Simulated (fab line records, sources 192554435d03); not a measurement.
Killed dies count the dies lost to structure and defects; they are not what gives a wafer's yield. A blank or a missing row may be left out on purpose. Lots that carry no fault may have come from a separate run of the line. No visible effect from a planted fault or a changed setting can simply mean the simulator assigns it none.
One fault seen from 2 desks    flow n5 finfet    every desk sees just its own numbers, and what lay behind them comes last

== TOOL OWNER'S DESK, ald metal-02 ==
The tool's own readings at N5_BEOL_M0_ALD_136 (deposits TaN, pulse time 2 s, purge time 3 s, co reactant purge time 2 s): means of the sampled wafers that have a number, for each lot that ran on this tool. Marked OUT: a lot whose mean sits more than 4 standard deviations from the usual mean, which makes it out of limits; the brackets give that distance.
Columns: A = heater power w at N5_BEOL_M0_ALD_136, usual 434 W; B = precursor vessel carrier sccm at N5_BEOL_M0_ALD_136, usual 1000.2 sccm
lot   first seen here  A    B
L781  day 6 16:03      448  998.0
L783  day 7 07:52      443  997.6
L788  day 8 13:02      436  1001.5
L800  day 11 05:07     468  1003.2
L801  day 11 13:02     464  997.8
This desk's finding: nothing out of limits on any of the 5 lots.

== THE METROLOGY DESK ==
What the gauges read, lot by lot, whatever tool the lot ran on: means of the sampled wafers that have a number. Marked OUT: a lot whose mean sits more than 4 standard deviations from the usual mean, which makes it out of limits; the brackets give that distance. Of its 10 readings 7 are shown: those that lie furthest out on some lot.
Columns: A = DIBL_N at N5_BEOL_M4_RC_MEAS_101, usual 36.1 mV/V; B = DIBL_P at N5_BEOL_M4_RC_MEAS_101, usual 36.6 mV/V; C = IOFF_N at N5_BEOL_M4_RC_MEAS_101, usual 0.160 nA/um; D = ION_N at N5_BEOL_M4_RC_MEAS_101, usual 677 uA/um; E = ION_P at N5_BEOL_M4_RC_MEAS_101, usual 464 uA/um; F = SS_N at N5_BEOL_M4_RC_MEAS_101, usual 71.4 mV/dec; G = VT_P at N5_BEOL_M4_RC_MEAS_101, usual -250 mV
lot   first seen here  A     B     C      D    E    F     G
L779  day 7 23:26      36.9  36.2  0.153  677  465  71.6  -253
L781  day 8 13:53      35.5  37.0  0.148  683  476  71.4  -247
L783  day 9 15:33      34.6  35.1  0.143  669  461  71.1  -252
L785  day 9 23:47      37.9  38.6  0.169  681  459  71.5  -253
L788  day 10 19:41     36.8  35.5  0.134  672  462  71.1  -254
L798  day 12 19:46     35.7  36.8  0.167  686  473  71.1  -245
L796  day 12 20:09     37.7  39.7  0.196  688  464  72.6  -250
L801  day 13 07:43     35.5  34.1  0.133  665  464  71.2  -249
L800  day 13 23:40     36.2  37.2  0.154  678  458  71.4  -253
This desk's finding: nothing out of limits on any of the 9 lots.

== BROUGHT TOGETHER ==
The tool owner's desk saw nothing out of limits.
From the metrology desk's view, nothing was out of limits.

== WHAT THE SIMULATOR HAD INSERTED ==
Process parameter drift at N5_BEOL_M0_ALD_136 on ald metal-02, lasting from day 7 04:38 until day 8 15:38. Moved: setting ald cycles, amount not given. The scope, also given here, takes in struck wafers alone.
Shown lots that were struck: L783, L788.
